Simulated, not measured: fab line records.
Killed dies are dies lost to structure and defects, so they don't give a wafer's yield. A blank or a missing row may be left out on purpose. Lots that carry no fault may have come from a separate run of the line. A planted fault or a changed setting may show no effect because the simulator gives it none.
Chamber matching | flow n5_finfet | N5_BEOL_M1_ETCH_64 on rie_diel-01: 4 sister chambers
The step etches SOC in N2/H2, target depth 75 nm, overetch 15 nm, time 112.5 s. 4 wafers are shown with their chamber, then 10 later ones without.

== WAFERS, EACH WITH ITS CHAMBER ==
wafer  | chamber | showerhead_plenum_p_Torr (Torr)
L084.4 | 0       | 2.53
L084.6 | 3       | 2.58
L091.3 | 2       | 2.64
L091.4 | 1       | 2.58

== WAFERS MISSING THEIR CHAMBER ==
wafer  | showerhead_plenum_p_Torr (Torr)
L091.6 | 2.52
L093.1 | 2.57
L093.4 | 2.63
L093.6 | 2.63
L092.2 | 2.57
L092.4 | 2.58
L092.6 | 2.57
L097.2 | 2.57
L097.4 | 2.57
L097.5 | 2.57

== WHICH CHAMBER EACH WENT THROUGH ==
wafer  | from the rows above     | in truth
L091.6 | 0                       | 0
L093.1 | can't be placed: 1 or 3 | 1
L093.4 | 2                       | 2
L093.6 | 2                       | 2
L092.2 | can't be placed: 1 or 3 | 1
L092.4 | can't be placed: 1 or 3 | 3
L092.6 | can't be placed: 1 or 3 | 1
L097.2 | can't be placed: 1 or 3 | 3
L097.4 | can't be placed: 1 or 3 | 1
L097.5 | can't be placed: 1 or 3 | 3
Correct placement for 3 of the 10. Unplaceable from these rows: 7, with the true chamber sitting among the candidates in 7. Number placed wrongly: 0.
How it was worked out, from the rows above alone: a wafer's distance from a chamber is the root of the sum, over the readings, of the square of ((its reading less the chamber's mean) divided by the reading's scatter). If the next closest chamber is less than 2 further off than the closest, the wafer can't be placed; otherwise it belongs to the closest. Each chamber's mean is taken over the wafers shown for it. The scatter (one wafer shown for each chamber): square how far every hidden wafer sits from the nearest shown wafer, average those squares and take the square root.
